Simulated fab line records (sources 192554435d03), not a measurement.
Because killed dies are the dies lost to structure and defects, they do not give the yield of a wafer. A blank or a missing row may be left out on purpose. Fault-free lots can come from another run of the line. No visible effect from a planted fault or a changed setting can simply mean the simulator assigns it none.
Chamber matching ; flow n5 finfet ; 4 sister chambers for N5_GATE_CUT_STRIP_59 on rie diel-03
The step strips in N2/H2, time 20 s. 4 wafers are shown with their chamber, then 10 later ones without.

## WAFERS WITH THEIR CHAMBER
wafer;chamber;drypump motor current A (A)
L087.1;0;5.4
L087.6;3;5.5
L091.3;2;5.3
L091.4;1;6.0

## WAFERS WITHOUT THEIR CHAMBER
wafer;drypump motor current A (A)
L091.6;5.3
L092.4;5.5
L092.5;5.9
L092.6;5.4
L095.1;5.4
L095.4;5.4
L095.5;5.4
L096.3;5.9
L096.5;5.5
L096.6;5.9

## EACH ONE'S CHAMBER
wafer;from the rows above;in truth
L091.6;can't be placed: 2 or 0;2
L092.4;can't be placed: 3 or 0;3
L092.5;1;1
L092.6;can't be placed: 0 or 3 or 2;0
L095.1;can't be placed: 0 or 3 or 2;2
L095.4;can't be placed: 0 or 3 or 2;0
L095.5;can't be placed: 0 or 3 or 2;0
L096.3;1;1
L096.5;can't be placed: 3 or 0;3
L096.6;1;1
Placed correctly: 3 of 10. Can't be placed from these rows: 7 (the true chamber is among the candidates in 7). 0 placed wrongly.
How it was worked out, from the rows above alone: a wafer's distance from a chamber is the root of the sum, over the readings, of the square of ((its reading less the chamber's mean) divided by the reading's scatter). The wafer belongs to the nearest chamber; if the next one is less than 2 further off, it can't be placed. The mean given for a chamber averages the wafers shown for that chamber. The scatter: with one shown wafer a chamber, the root of the mean of the squares of how far each hidden wafer lies from its nearest shown one.
